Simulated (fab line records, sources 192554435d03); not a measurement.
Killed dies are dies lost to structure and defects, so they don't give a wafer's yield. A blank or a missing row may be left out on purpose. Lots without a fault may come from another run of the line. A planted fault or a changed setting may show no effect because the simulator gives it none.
Split-lot experiment | flow n5_finfet | 7 lots, 21 wafers read, on a route of 1938 steps

THE SPLIT
At N5_BEOL_M6_EXPOSE_25 (exposes mask V5, target cd 40 nm), the setting dose_mj was moved away from the recipe's 45 on 12 of the 21 wafers read, by -7.1% to +7.0%. The other wafers ran this setting at the recipe's value.

FROM THE SPLIT TO THE READING: what the file shows between them, 2 steps
- N5_BEOL_M6_PEB_26: peb time 60 s
- N5_BEOL_M6_DEVELOP_27: develop time 30 s

THE READING
cd_nm, in nm, at N5_BEOL_M6_CD_MEAS_28 (target cd 40 nm). Fault-free wafers of this fab line usually give 40.03 nm, standard deviation 0.24 nm.

wafer  | tool, chamber at the split | dose_mj as run | against the recipe | cd_nm, nm | against lot-mates on the recipe
L076.1 | euv_scanner-02, 0          | 45             | recipe             | 39.87     | -
L076.2 | euv_scanner-02, 0          | 45             | recipe             | 40.08     | -
L076.4 | euv_scanner-02, 0          | 45             | recipe             | 39.66     | -
L082.1 | euv_scanner-01, 0          | 46.67          | +3.7%              | 40.77     | +0.52
L082.2 | euv_scanner-01, 0          | 45             | recipe             | 40.25     | -
L082.6 | euv_scanner-01, 0          | 46.67          | +3.7%              | 41.11     | +0.86
L089.2 | euv_scanner-02, 0          | 45             | recipe             | 39.86     | -
L089.3 | euv_scanner-02, 0          | 48.16          | +7.0%              | 41.62     | +1.76
L089.6 | euv_scanner-02, 0          | 48.16          | +7.0%              | 41.60     | +1.74
L093.4 | euv_scanner-01, 0          | 45             | recipe             | 39.77     | -
L093.5 | euv_scanner-01, 0          | 45             | recipe             | 40.17     | -
L093.6 | euv_scanner-01, 0          | 45             | recipe             | 40.18     | -
L094.1 | euv_scanner-02, 0          | 41.82          | -7.1%              | 38.37     | no lot-mate on the recipe
L094.5 | euv_scanner-02, 0          | 41.82          | -7.1%              | 37.62     | no lot-mate on the recipe
L094.6 | euv_scanner-02, 0          | 41.82          | -7.1%              | 38.08     | no lot-mate on the recipe
L092.1 | euv_scanner-02, 0          | 45             | recipe             | 39.69     | -
L092.4 | euv_scanner-02, 0          | 47.37          | +5.3%              | 41.44     | +1.75
L092.5 | euv_scanner-02, 0          | 47.37          | +5.3%              | 40.91     | +1.22
L096.1 | euv_scanner-01, 0          | 43.9           | -2.4%              | 39.58     | no lot-mate on the recipe
L096.2 | euv_scanner-01, 0          | 43.9           | -2.4%              | 39.35     | no lot-mate on the recipe
L096.6 | euv_scanner-01, 0          | 43.9           | -2.4%              | 39.82     | no lot-mate on the recipe

THE FIT
A straight line over all 21 wafers: cd_nm changes by +0.249 nm for each +1% of dose_mj; r = +0.97; the points scatter about the line by 0.26 nm.
The same after taking each lot's own level away (the mean of its wafers on the recipe; 15 wafers): +0.252 nm for each +1%; r = +0.96; scatter 0.21 nm.
On that fit, the largest move of dose_mj shifts the reading by 1.8 nm.
The lots' own levels span 39.690 to 40.250 nm, that is 2.3 times the standard deviation above.
So the lot-to-lot level changes the slope little: the two slopes agree.
Check: with one of the wafers moved furthest among these (+7.0%) left out of the fit, the line predicts +1.75 nm for it against its lot-mates. It came out at +1.76 nm against them.

THE WHOLE CHAIN: every reading that the file lists as answering this split, in the file's order
step                   | what it does                                                     | reading                                                        | change (the file's fit)               | r (the file's)
N5_BEOL_M6_CD_MEAS_28  | target cd 40 nm                                                  | cd_nm                                                          | +0.25 nm for each +1% of the setting  | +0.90
N5_BEOL_M6_DESCUM_33   | chemistry O2, time 7 s                                           | BEOL_M6.cd_nm (the simulator's own value, which no gauge read) | +0.191 nm for each +1% of the setting | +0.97
N5_BEOL_M6_ETCH_72     | etches underlayer in N2/H2, target depth 6.5 nm, time 5.2 s      | BEOL_M6.cd_nm (the simulator's own value, which no gauge read) | +0.22 nm for each +1% of the setting  | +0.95
N5_BEOL_M6_ETCH_65     | etches SiARC in CF4, target depth 15.6 nm, time 26 s             | BEOL_M6.cd_nm (the simulator's own value, which no gauge read) | +0.204 nm for each +1% of the setting | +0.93
N5_BEOL_M6_VIA_ETCH_34 | etches SiCOH lowk in C4F6/O2, target depth 126.3 nm, time 50.9 s | BEOL_M6.cd_nm (the simulator's own value, which no gauge read) | +0.208 nm for each +1% of the setting | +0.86

THE FILE'S OWN FIT
cd_nm changes by +0.25 nm for each +1% of dose_mj, r = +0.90.
